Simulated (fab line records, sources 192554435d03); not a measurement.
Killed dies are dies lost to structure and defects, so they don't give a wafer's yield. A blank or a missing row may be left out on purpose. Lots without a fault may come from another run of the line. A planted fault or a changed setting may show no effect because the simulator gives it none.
Which tool did it? | flow n5_finfet | 9 lots, 27 wafers sampled, at 5 steps of a route of 1938

WHAT THE GAUGES READ, wafer by wafer
N5_BEOL_M4_RC_MEAS_101. Usual: DIBL_N 35.8 mV/V, standard deviation 1.7; DIBL_P 35.3 mV/V, standard deviation 2; IOFF_N 0.150 nA/um, standard deviation 0.026; IOFF_P 0.194 nA/um, standard deviation 0.029; ION_N 667 uA/um, standard deviation 11; ION_P 456 uA/um, standard deviation 7.1; SS_N 71.4 mV/dec, standard deviation 0.65; SS_P 73.1 mV/dec, standard deviation 0.64; VT_N 251 mV, standard deviation 3; VT_P -252 mV, standard deviation 3.2.
lot  | measured     | on        | DIBL_N (mV/V)  | DIBL_P (mV/V)  | IOFF_N (nA/um)    | IOFF_P (nA/um)    | ION_N (uA/um) | ION_P (uA/um) | SS_N (mV/dec)  | SS_P (mV/dec)  | VT_N (mV)   | VT_P (mV)      | flag
L638 | day 10 07:59 | prober-02 | 36.1 36.0 37.7 | 36.4 36.0 37.8 | 0.148 0.150 0.173 | 0.197 0.196 0.228 | 663 671 666   | 452 462 457   | 71.0 71.1 72.4 | 73.3 73.4 74.0 | 252 253 247 | -252 -255 -250 |
L640 | day 11 04:16 | prober-02 | 36.4 37.6 35.8 | 35.5 37.3 33.9 | 0.157 0.187 0.135 | 0.188 0.220 0.176 | 673 688 664   | 457 463 455   | 71.0 71.5 71.0 | 72.8 73.7 73.4 | 251 246 254 | -249 -249 -252 |
L641 | day 11 08:04 | prober-02 | 33.9 32.7 35.1 | 32.9 31.9 34.6 | 0.125 0.107 0.137 | 0.150 0.150 0.174 | 669 651 669   | 448 448 458   | 71.4 70.0 71.2 | 72.4 72.3 72.7 | 255 255 251 | -255 -255 -252 |
L642 | day 11 20:26 | prober-02 | 34.8 35.6 34.6 | 34.4 35.2 33.4 | 0.118 0.126 0.110 | 0.165 0.167 0.152 | 659 649 638   | 450 448 445   | 70.4 71.1 70.9 | 72.9 72.2 72.4 | 254 254 257 | -255 -256 -259 |
L645 | day 12 13:01 | prober-01 | 34.5 33.9 35.6 | 36.0 34.6 36.7 | 0.148 0.136 0.175 | 0.217 0.202 0.238 | 665 660 671   | 464 463 462   | 71.5 70.9 71.9 | 73.9 72.9 73.8 | 250 251 247 | -247 -250 -246 |
L651 | day 14 01:52 | prober-02 | 36.2 37.0 35.2 | 37.5 36.5 35.8 | 0.165 0.162 0.137 | 0.234 0.206 0.201 | 667 678 659   | 458 464 459   | 71.4 71.6 71.2 | 74.2 73.9 73.3 | 244 249 250 | -247 -249 -250 |
L654 | day 14 15:12 | prober-02 | 36.4 35.6 38.0 | 34.8 34.5 37.2 | 0.156 0.137 0.190 | 0.168 0.160 0.194 | 648 665 679   | 436 450 455   | 72.4 71.5 72.3 | 73.4 73.4 74.3 | 254 251 248 | -253 -254 -253 |
L657 | day 15 08:19 | prober-01 | 34.3 36.6 34.5 | 34.8 37.6 35.9 | 0.117 0.153 0.129 | 0.170 0.217 0.184 | 668 666 674   | 463 458 463   | 70.9 71.9 71.3 | 73.4 73.2 73.1 | 255 253 252 | -253 -251 -253 |
L658 | day 15 11:44 | prober-02 | 37.6 36.5 36.8 | 35.2 35.3 36.0 | 0.177 0.159 0.167 | 0.217 0.212 0.225 | 680 669 679   | 463 461 464   | 71.3 70.4 71.2 | 73.9 72.7 73.7 | 248 250 250 | -248 -250 -252 |

WHICH TOOL RAN EACH LOT (tool, then ch and the chambers of the sampled wafers, then the start)
lot  | N5_DUMMY_GATE_TRIM_49           | N5_DUMMY_GATE_ETCH_32           | N5_SPACER0_ALD_00                | N5_SD_EPI_N_DESCUM_14
L638 | rie_si-03 ch 0,1,3, day 3 12:19 | rie_si-06 ch 0,1,2, day 3 12:57 | ald_sin-02 ch 1,3, day 3 13:38   | rie_diel-03 ch 0,2, day 3 14:32
L640 | rie_si-02 ch 0,1,2, day 4 01:10 | rie_si-03 ch 0,1,3, day 4 01:37 | ald_sin-02 ch 0,1,3, day 4 02:19 | rie_diel-01 ch 1,2, day 4 03:29
L641 | rie_si-03 ch 1,2,3, day 4 07:29 | rie_si-02 ch 0,1,3, day 4 07:59 | ald_sin-02 ch 1,2,3, day 4 08:41 | rie_diel-03 ch 1,2,3, day 4 09:59
L642 | rie_si-02 ch 0,2,3, day 4 10:36 | rie_si-06 ch 0,1,2, day 4 11:10 | ald_sin-01 ch 0,3, day 4 13:14   | rie_diel-03 ch 0,1,3, day 4 14:18
L645 | rie_si-02 ch 0,1,2, day 5 09:20 | rie_si-06 ch 0,1, day 5 09:47   | ald_sin-04 ch 1,2,3, day 5 10:27 | rie_diel-03 ch 1,2,3, day 5 11:14
L651 | rie_si-06 ch 1,3, day 6 15:54   | rie_si-02 ch 0,3, day 6 16:20   | ald_sin-04 ch 1,2,3, day 6 18:40 | rie_diel-03 ch 1,2, day 6 19:54
L654 | rie_si-03 ch 2,3, day 7 10:52   | rie_si-06 ch 0,3, day 7 11:19   | ald_sin-04 ch 1,2, day 7 13:03   | rie_diel-01 ch 1,3, day 7 13:49
L657 | rie_si-02 ch 0,1, day 8 05:01   | rie_si-02 ch 0,1,2, day 8 05:36 | ald_sin-02 ch 0,2,3, day 8 06:28 | rie_diel-04 ch 2,3, day 8 07:15
L658 | rie_si-02 ch 1,2, day 8 19:10   | rie_si-02 ch 1,2, day 8 19:40   | ald_sin-02 ch 1,2,3, day 8 20:44 | rie_diel-03 ch 0,2, day 8 21:40
- N5_DUMMY_GATE_TRIM_49: chemistry O2, time 29 s, target cd 14 nm.
- N5_DUMMY_GATE_ETCH_32: etches SiO2 in CF4, target depth 3.5 nm, time 3.9 s.
- N5_SPACER0_ALD_00: deposits SiOCN, target thk 3.5 nm, pulse time 3 s, purge time 2 s.
- N5_SD_EPI_N_DESCUM_14: chemistry O2, time 7.9 s.

WHAT THE TOOLS THEMSELVES READ (means of the sampled wafers that have a number; where no wafer has one, the mark that the record gives instead)
N5_DUMMY_GATE_TRIM_49. Usual: drypump_motor_current_A 5.6 A, standard deviation 0.35; oes_product_au 1.004 a.u., standard deviation 0.015; throttle_valve_pct 8.16 %, standard deviation 0.12.
lot  | tool      | drypump_motor_current_A (A) | oes_product_au (a.u.) | throttle_valve_pct (%) | flag
L638 | rie_si-03 | 5.3                         | 1.002                 | 8.21                   |
L640 | rie_si-02 | 5.9                         | 1.015                 | 8.10                   |
L641 | rie_si-03 | 5.3                         | 1.006                 | 8.11                   |
L642 | rie_si-02 | 5.8                         | 1.008                 | 8.22                   |
L645 | rie_si-02 | 5.9                         | 1.017                 | 8.10                   |
L651 | rie_si-06 | 5.9                         | 0.991                 | 8.21                   |
L654 | rie_si-03 | 5.4                         | 1.006                 | 8.09                   |
L657 | rie_si-02 | 5.6                         | 1.014                 | 8.08                   |
L658 | rie_si-02 | 6.1                         | 0.990                 | 8.07                   |

N5_DUMMY_GATE_ETCH_32. Usual: drypump_motor_current_A 5.7 A, standard deviation 0.35; oes_product_au 0.997 a.u., standard deviation 0.015; throttle_valve_pct 21.78 %, standard deviation 0.21.
lot  | tool      | drypump_motor_current_A (A) | oes_product_au (a.u.) | throttle_valve_pct (%) | flag
L638 | rie_si-06 | 5.6                         | 0.979                 | 21.74                  |
L640 | rie_si-03 | 5.3                         | 1.004                 | 21.74                  |
L641 | rie_si-02 | 5.5                         | 1.013                 | 21.84                  |
L642 | rie_si-06 | 5.6                         | 0.984                 | 21.75                  |
L645 | rie_si-06 | 5.5                         | 0.986                 | 21.93                  |
L651 | rie_si-02 | 5.4                         | 1.004                 | 21.99                  |
L654 | rie_si-06 | 5.7                         | 0.983                 | 21.93                  |
L657 | rie_si-02 | 5.8                         | 1.017                 | 21.73                  |
L658 | rie_si-02 | 6.1                         | 1.015                 | 21.75                  |

N5_SPACER0_ALD_00. Usual: heater_power_w 856 W, standard deviation 86; precursor_pulse_height_rel 0.997, standard deviation 0.021.
lot  | tool       | heater_power_w (W) | precursor_pulse_height_rel | flag
L638 | ald_sin-02 | 838                | 0.999                      |
L640 | ald_sin-02 | 827                | 1.010                      |
L641 | ald_sin-02 | 830                | 0.972                      |
L642 | ald_sin-01 | 1006               | 0.974                      |
L645 | ald_sin-04 | 891                | 0.993                      |
L651 | ald_sin-04 | 882                | 1.000                      |
L654 | ald_sin-04 | 933                | 0.979                      |
L657 | ald_sin-02 | 820                | 0.991                      |
L658 | ald_sin-02 | 844                | 0.990                      |

N5_SD_EPI_N_DESCUM_14. Usual: drypump_motor_current_A 5.9 A, standard deviation 0.51; oes_product_au 0.77 a.u., standard deviation 0.092; rf_vpp_V 242.8 V, standard deviation 1.3; showerhead_plenum_p_Torr 2.08 Torr, standard deviation 0.068; throttle_valve_pct 20.46 %, standard deviation 0.28.
lot  | tool        | drypump_motor_current_A (A) | oes_product_au (a.u.) | rf_vpp_V (V) | showerhead_plenum_p_Torr (Torr) | throttle_valve_pct (%) | flag
L638 | rie_diel-03 | 5.4                         | 0.77                  | 242.6        | 2.03                            | 20.19                  |
L640 | rie_diel-01 | 6.3                         | 0.75                  | 242.9        | 2.04                            | 20.86                  |
L641 | rie_diel-03 | 5.7                         | 0.74                  | 244.4        | 2.12                            | 20.31                  |
L642 | rie_diel-03 | 5.8                         | 0.72                  | 243.0        | 2.11                            | 20.45                  |
L645 | rie_diel-03 | 5.7                         | 0.74                  | 243.0        | 2.12                            | 20.33                  |
L651 | rie_diel-03 | 5.2                         | 0.73                  | 243.1        | 2.11                            | 20.32                  |
L654 | rie_diel-01 | 5.9                         | 0.94                  | 242.7        | 2.06                            | 20.15                  |
L657 | rie_diel-04 | 5.5                         | 0.71                  | 240.6        | 2.00                            | 20.62                  |
L658 | rie_diel-03 | 5.5                         | 0.72                  | 242.3        | 2.00                            | 20.37                  |

THE ANSWER, worked out from the rows above alone
Rule: a lot is off if the mean of its wafers that have a number lies more than 3 standard deviations from the usual mean. A lot without any number at a reading at which 4 lots or more have one is off too. The other lots that the step has rows for count as sound. The gauges are gone through in route order, then the tools' own readings, and for those a lot's mean is taken as printed above. The first step at which some lot is off is used, and at that step the reading that is off furthest; a lot without a number counts as furthest.
No lot is off at any reading shown: from this, nothing can be told.

WHAT THE SIMULATOR HAD PUT IN
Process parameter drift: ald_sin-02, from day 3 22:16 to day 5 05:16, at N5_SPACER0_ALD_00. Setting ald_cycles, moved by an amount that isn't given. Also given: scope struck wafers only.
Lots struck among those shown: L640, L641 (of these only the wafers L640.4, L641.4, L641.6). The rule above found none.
